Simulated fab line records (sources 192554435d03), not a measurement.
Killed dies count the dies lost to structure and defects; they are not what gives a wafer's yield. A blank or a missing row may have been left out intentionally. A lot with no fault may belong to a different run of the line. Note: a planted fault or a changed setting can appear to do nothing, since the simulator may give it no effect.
Chamber matching -- flow n5_finfet -- ald_sin-03 running N5_FIN_SAQP_ALD_61: 4 sister chambers
The step deposits SiO2, target thk 4 nm, pulse time 1 s, purge time 2 s. 4 wafers are shown with their chamber, then 10 later ones without.

== WAFERS PAIRED WITH THEIR CHAMBERS ==
wafer,chamber,heater_power_w (W)
L088.1,0,509
L090.5,2,448
L091.1,3,425
L091.4,1,483

== WAFERS WITHOUT THEIR CHAMBER ==
wafer,heater_power_w (W)
L091.5,436
L092.1,466
L092.4,435
L092.5,509
L096.1,449
L096.3,476
L096.5,473
L097.2,424
L097.4,439
L097.6,473

== THE CHAMBER EACH PASSED THROUGH ==
wafer,from the rows above,in truth
L091.5,can't be placed: 3 or 2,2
L092.1,can't be placed: 1 or 2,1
L092.4,can't be placed: 3 or 2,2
L092.5,0,0
L096.1,2,2
L096.3,1,1
L096.5,can't be placed: 1 or 2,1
L097.2,3,3
L097.4,can't be placed: 2 or 3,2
L097.6,can't be placed: 1 or 2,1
Placed correctly: 4 of 10. Unplaceable from these rows: 6, with the true chamber sitting among the candidates in 6. Number placed wrongly: 0.
How it was worked out, from the rows above alone: a wafer's distance from a chamber is the root of the sum, over the readings, of the square of ((its reading less the chamber's mean) divided by the reading's scatter). The wafer belongs to the nearest chamber; if the next one is less than 2 further off, it can't be placed. For every chamber, the mean is computed from those of its wafers that are shown. The scatter (one wafer shown for each chamber): square how far every hidden wafer sits from the nearest shown wafer, average those squares and take the square root.
